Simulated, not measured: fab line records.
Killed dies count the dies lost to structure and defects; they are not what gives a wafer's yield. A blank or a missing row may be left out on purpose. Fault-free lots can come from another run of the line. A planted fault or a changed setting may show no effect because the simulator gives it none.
Split-lot study -- flow n5 finfet -- 7 lots, 39 wafers read, on a route of 1938 steps

ABOUT THE SPLIT
At N5_HKMG_FIN_ALD_21 (deposits TiN, target thk 1.5 nm, pulse time 1 s, purge time 3 s), the setting ald cycles was moved away from the recipe's 68 on 12 of the 39 wafers read, by +8.8% to +17.6%. All remaining wafers had this setting at the recipe value.

The split's own step is where the reading is taken.

THE READING
TiN_of_HKMG_FIN_ALD_21.thk nm (the simulator's own value, which no gauge read), in nm, at N5_HKMG_FIN_ALD_21 (deposits TiN, target thk 1.5 nm, pulse time 1 s, purge time 3 s). There is no usual value for it anywhere in the file. Here, 27 wafers ran the recipe; their average is 1.5 nm with a standard deviation of 0.098 nm.

wafer,"tool, chamber at the split",ald cycles as run,against the recipe,"TiN_of_HKMG_FIN_ALD_21.thk nm, nm",against lot-mates on the recipe
L076.1,"ald metal-01, 2,0,3",68,recipe,1.6,-
L076.2,"ald metal-01, 2,0,3",68,recipe,1.6,-
L076.4,"ald metal-01, 2,0,3",68,recipe,1.6,-
L076.3,"ald metal-01, 1,1,0",74,+8.8%,1.6,+0.0
L076.5,"ald metal-01, 1,1,0",74,+8.8%,1.6,+0.0
L076.6,"ald metal-01, 1,1,0",74,+8.8%,1.6,+0.0
L078.1,"ald metal-01, 0",68,recipe,1.4,-
L078.2,"ald metal-01, 2,1,3,1,2",68,recipe,1.6,-
L078.3,"ald metal-01, 2,1,3,1,2",68,recipe,1.6,-
L078.4,"ald metal-01, 2,1,3,1,2",68,recipe,1.6,-
L078.5,"ald metal-01, 2,1,3,1,2",68,recipe,1.6,-
L078.6,"ald metal-01, 2,1,3,1,2",68,recipe,1.6,-
L089.1,"ald metal-03, 0,2,3",79,+16.2%,1.8,+0.4
L089.4,"ald metal-03, 0,2,3",79,+16.2%,1.8,+0.4
L089.6,"ald metal-03, 0,2,3",79,+16.2%,1.8,+0.4
L089.2,"ald metal-03, 1,3,2",68,recipe,1.4,-
L089.3,"ald metal-03, 1,3,2",68,recipe,1.4,-
L089.5,"ald metal-03, 1,3,2",68,recipe,1.4,-
L090.1,"ald metal-03, 3,0",68,recipe,1.6,-
L090.4,"ald metal-03, 3,0",68,recipe,1.6,-
L090.2,"ald metal-03, 1,2,1,2",68,recipe,1.4,-
L090.3,"ald metal-03, 1,2,1,2",68,recipe,1.4,-
L090.5,"ald metal-03, 1,2,1,2",68,recipe,1.4,-
L090.6,"ald metal-03, 1,2,1,2",68,recipe,1.4,-
L094.2,"ald metal-03, 0",68,recipe,1.4,-
L094.5,"ald metal-03, 0",68,recipe,1.4,-
L094.4,"ald metal-03, 3",68,recipe,1.6,-
L096.1,"ald metal-02, 0,2,1",68,recipe,1.4,-
L096.3,"ald metal-02, 0,2,1",68,recipe,1.4,-
L096.6,"ald metal-02, 0,2,1",68,recipe,1.4,-
L096.2,"ald metal-02, 1,3,0",76,+11.8%,1.6,+0.2
L096.4,"ald metal-02, 1,3,0",76,+11.8%,1.6,+0.2
L096.5,"ald metal-02, 1,3,0",76,+11.8%,1.6,+0.2
L097.1,"ald metal-01, 0,2,1",80,+17.6%,1.8,+0.4
L097.5,"ald metal-01, 0,2,1",80,+17.6%,1.8,+0.4
L097.6,"ald metal-01, 0,2,1",80,+17.6%,1.8,+0.4
L097.2,"ald metal-01, 1,3,2",68,recipe,1.4,-
L097.3,"ald metal-01, 1,3,2",68,recipe,1.4,-
L097.4,"ald metal-01, 1,3,2",68,recipe,1.4,-
When a row names more than one chamber, that row covers several wafers, and the file does not tell which wafer ran in which chamber.

FIT RESULTS
A straight line over all 39 wafers: TiN_of_HKMG_FIN_ALD_21.thk nm changes by +0.017 nm for each +1% of ald cycles; r = +0.79; the points scatter about the line by 0.088 nm.
The same after taking each lot's own level away (the mean of its wafers on the recipe; 39 wafers): +0.0208 nm for each +1%; r = +0.87; scatter 0.079 nm.
That fit puts the effect of the largest move of ald cycles on the reading at 0.37 nm.
The span of the lots' own levels, 1.40 to 1.60 nm, comes to 2.0 times the standard deviation stated above.
So the lot-to-lot level blurs the effect unless lot-mates are compared.
Check: with one of the wafers moved furthest among these (+17.6%) left out of the fit, the line predicts +0.351 nm for it against its lot-mates. It came out at +0.4 nm against them.

OTHER SPLITS APPLIED TO THESE WAFERS
Other splits were also applied to these wafers ahead of the reading. Each is held against what the fit with the lots' levels taken away leaves over:
other split on the same wafers,wafers away from the commonest value,r with TiN_of_HKMG_FIN_ALD_21.thk nm (lot level and that fit taken away)
N5_DUMMY_GATE_CVD_03 temp c,30,-0.03
N5_DUMMY_GATE_ETCH_42 bias w,12,+0.27

FILE'S OWN FIT
TiN_of_HKMG_FIN_ALD_21.thk nm changes by +0.0201 nm for each +1% of ald cycles, r = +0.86.
